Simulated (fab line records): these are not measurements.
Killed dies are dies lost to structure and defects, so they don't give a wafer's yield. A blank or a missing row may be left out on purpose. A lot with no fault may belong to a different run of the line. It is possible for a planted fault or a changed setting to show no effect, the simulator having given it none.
Struck lot and sound lot, side by side	flow n5_finfet	23 out of 1938 route steps
Sound: these wafers, L515.1, L515.2, L515.4. Wafers L505.2, L505.4, L505.5 were the ones struck. The cause comes at the end.
Order at every step that has rows: each side's tool, ch and its chambers, its first start. Under that, the readings that differ: sound wafers	struck wafers	difference of the means	sigmas: that difference in standard deviations of wafers without a fault.
alike: a reading whose means differ by less than 2 such deviations, as well as words and numbers matching on both sides. not compared: withheld readings; readings where some wafer has no value; bounds like >300 that might hide an equal value; numbers whose values overlap and for which the record gives no deviation.
The two part at a step that has a row with sigmas, a row that says differs or no value, or rows on one side only. When numbers do not overlap yet have no deviation, they are printed without sigmas and do not part them. Lack of a reading on every wafer of one side parts them only where that side has two or more wafers.

first, 11 steps without rows for these wafers: N5_BEOL_M5_STRIP_63 (strips in N2/H2); N5_BEOL_M5_STRIP_73 (strips in N2/H2); N5_BEOL_M5_STRIP_64 (strips in CF4); N5_BEOL_M5_HM_OPEN_17 (chemistry Cl2/BCl3, target TiN, target depth 20 nm, overetch 6 nm); N5_BEOL_M5_STRIP_19 (strips in O2); N5_BEOL_M5_COAT_65 (time 60 s, resist thk 60 nm); N5_BEOL_M5_COAT_66 (time 60 s, resist thk 12 nm); N5_BEOL_M5_COAT_74 (time 60 s, resist thk 5 nm); N5_BEOL_M5_COAT_22 (resist thk 30 nm); N5_BEOL_M5_EBR_24; N5_BEOL_M5_SOFTBAKE_23 (time 60 s).
N5_BEOL_M5_EXPOSE_25: exposes mask V4, defocus 10 nm.
  sound on euv_scanner-01 ch 0, day 14 21:43; struck on euv_scanner-02 ch 0, day 10 13:28
reading	sound	struck	difference	sigmas
exposure_dose_mJ_cm2	53.24 53.14 53.25	51.32 51.18 51.33	-1.93	-7
  alike: mask
then, 3 steps without rows for these wafers: N5_BEOL_M5_PEB_26 (peb time 60 s); N5_BEOL_M5_DEVELOP_27 (develop time 30 s); N5_BEOL_M5_DESCUM_33 (chemistry O2, time 7 s).
N5_BEOL_M5_ETCH_75: etches underlayer in N2/H2, target depth 6.5 nm, time 5.2 s.
  sound on rie_diel-03 ch 0,2,3, day 14 22:31; struck on rie_diel-02 ch 0,1,3, day 10 13:46
  alike: drypump_motor_current_A, etch_rf_on_time_s, oes_product_au, rf_vpp_V, showerhead_plenum_p_Torr, throttle_valve_pct
  not compared: rf_hours_counter_h, model.BEOL_M5.cd_nm
then, 4 steps without rows for these wafers: N5_BEOL_M5_ETCH_67 (etches SiARC in CF4, target depth 15.6 nm, time 26 s); N5_BEOL_M5_ETCH_68 (etches SOC in N2/H2, target depth 80 nm, overetch 16 nm, time 120 s); N5_BEOL_M5_STRIP_69 (strips in N2/H2); N5_BEOL_M5_STRIP_76 (strips in N2/H2).
N5_BEOL_M5_VIA_ETCH_34: etches SiCOH lowk in C4F6/O2, target depth 88.3 nm, time 39.2 s.
  sound on rie_diel-03 ch 0,2,3, day 14 22:40; struck on rie_diel-02 ch 0,1,3, day 10 13:54
  alike: drypump_motor_current_A, oes_product_au, rf_vpp_V, showerhead_plenum_p_Torr, throttle_valve_pct
  not compared: rf_hours_counter_h, model.BEOL_M5.cd_nm
then, 1 step without rows for these wafers: N5_BEOL_M5_STRIP_85 (strips in C4F6/O2).
-- the record jumps here: 4 days lie between the struck wafers' starts before and after (it left off in module BEOL_M5 and takes up again in module PASSIVATION, whose first step shown is number 1936 of the route) --
N5_PASSIVATION_PROBE_49:
  sound on prober-01 at day 19 18:48; struck on prober-01 at day 14 07:39
reading	sound	struck	difference	sigmas
killed_at_M4_up	8 8 10	17 21 23	+12	+2
  alike: defect_limited_yield, killed_at_M0_to_M3, killed_at_contacts, killed_at_front_end, killed_at_other, killed_dies, killed_open, killed_short, sort_bin_5_function, sort_bin_6_memory, sort_n_pass, sort_yield_pct
  not compared: sort_bin_8_speed

== WHERE THEY PART ==
First at N5_BEOL_M5_EXPOSE_25; last, within this record, at N5_PASSIVATION_PROBE_49.

WHY: what had been put in by the simulator
Process parameters drifting: euv_scanner-02 at N5_BEOL_M5_EXPOSE_25, beginning at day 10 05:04. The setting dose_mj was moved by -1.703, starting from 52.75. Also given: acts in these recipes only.
